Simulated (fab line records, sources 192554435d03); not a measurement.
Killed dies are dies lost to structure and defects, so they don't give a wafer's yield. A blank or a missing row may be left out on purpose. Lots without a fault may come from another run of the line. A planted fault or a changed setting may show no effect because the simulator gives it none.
Chamber matching | flow n5_finfet | N5_BEOL_M0_SAQP_STRIP_108 on rie_diel-05: 4 sister chambers
The step strips in N2/H2. 4 wafers are shown with their chamber, then 10 later ones without.

WAFERS WITH THEIR CHAMBER
wafer  | chamber | drypump_motor_current_A (A)
L080.6 | 0       | 5.8
L086.1 | 3       | 5.2
L087.1 | 2       | 6.0
L087.2 | 1       | 5.6

WAFERS WITHOUT THEIR CHAMBER
wafer  | drypump_motor_current_A (A)
L087.5 | 5.2
L088.1 | 5.2
L088.3 | 5.6
L088.6 | 6.0
L091.1 | 6.0
L091.2 | 5.2
L091.6 | 5.8
L092.1 | 5.6
L092.2 | 6.0
L092.6 | 5.1

WHICH CHAMBER EACH WENT THROUGH
wafer  | from the rows above | in truth
L087.5 | 3                   | 3
L088.1 | 3                   | 3
L088.3 | 1                   | 1
L088.6 | 2                   | 2
L091.1 | 2                   | 2
L091.2 | 3                   | 3
L091.6 | 0                   | 0
L092.1 | 1                   | 1
L092.2 | 2                   | 2
L092.6 | 3                   | 3
Placed correctly: 10 of 10. Can't be placed from these rows: 0. Placed wrongly: 0.
How it was worked out, from the rows above alone: a wafer's distance from a chamber is the root of the sum, over the readings, of the square of ((its reading less the chamber's mean) divided by the reading's scatter). The wafer belongs to the nearest chamber; if the next one is less than 2 further off, it can't be placed. A chamber's mean is the mean of its shown wafers. The scatter: with one shown wafer a chamber, the root of the mean of the squares of how far each hidden wafer lies from its nearest shown one.
